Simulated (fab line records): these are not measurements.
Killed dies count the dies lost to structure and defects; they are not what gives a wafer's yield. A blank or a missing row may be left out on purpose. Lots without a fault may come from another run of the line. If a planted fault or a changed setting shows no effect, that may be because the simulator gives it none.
One fault seen from 3 desks    flow n5_finfet    every desk sees just its own numbers, and what lay behind them comes last

== THE METROLOGY DESK ==
Lot by lot, what the gauges showed, no matter which tool ran the lot: averages of those sampled wafers that carry a number. A lot is out of limits, marked OUT, if its mean lies more than 4 standard deviations from the usual mean; the brackets give that distance.
Columns: A = MD_CAP_THK at N5_MOL_CONTACT_COAG_THK_MEAS_29, usual 17.94 nm; B = cd_nm at N5_MOL_CONTACT_COAG_CD_MEAS_84, usual 25.09 nm; C = VG_OVL at N5_MOL_CONTACT_COAG_OVL_MEAS_85, usual 0.1 nm
lot   first seen here  A      B      C
L240  day 5 10:49      17.95  25.03  0.1
L244  day 6 10:42      17.93  25.27  -0.4
L255  day 9 10:02      17.94  25.00  0.3
L257  day 9 22:46      17.90  25.06  0.0
L262  day 10 20:28     17.84  25.33  -0.1
This desk's verdict: no lot among the 5 shows anything out of limits.

== FOR THE TOOL OWNER'S DESK: ald_sin-01 ==
The tool's own readings at N5_MOL_CONTACT_COAG_ALD_123 (deposits SiNx, target thk 5 nm, pulse time 1 s, purge time 2 s): means of the sampled wafers that have a number, for each lot that ran on this tool. A lot is out of limits, marked OUT, if its mean lies more than 4 standard deviations from the usual mean; the brackets give that distance.
Columns: A = heater_power_w at N5_MOL_CONTACT_COAG_ALD_123, usual 785 W; B = precursor_pulse_height_rel at N5_MOL_CONTACT_COAG_ALD_123, usual 1.001
lot   first seen here  A    B
L244  day 6 10:44      875  1.009
L255  day 9 10:04      857  1.012
This desk's verdict: no lot among the 2 shows anything out of limits.

== THE DEFECT DESK ==
Inspection counts along the route, by lot: the mean over sampled wafers that carry a number. A lot is out of limits, marked OUT, if its mean lies more than 4 standard deviations from the usual mean; the brackets give that distance.
Columns: A = raw_defect_count at N5_MOL_CONTACT_COAG_INSPECT_57, usual 211
lot   first seen here  A
L240  day 5 11:47      210
L244  day 6 22:44      210
L255  day 9 11:00      204
L257  day 9 23:51      218
L262  day 10 21:33     229
This desk's verdict: no lot among the 5 shows anything out of limits.

== ALL TOGETHER ==
At the metrology desk, nothing out of limits was observed.
The tool owner's desk saw nothing out of limits.
Nothing out of limits was seen by the defect desk.

== WHAT WAS PUT IN BY THE SIMULATOR ==
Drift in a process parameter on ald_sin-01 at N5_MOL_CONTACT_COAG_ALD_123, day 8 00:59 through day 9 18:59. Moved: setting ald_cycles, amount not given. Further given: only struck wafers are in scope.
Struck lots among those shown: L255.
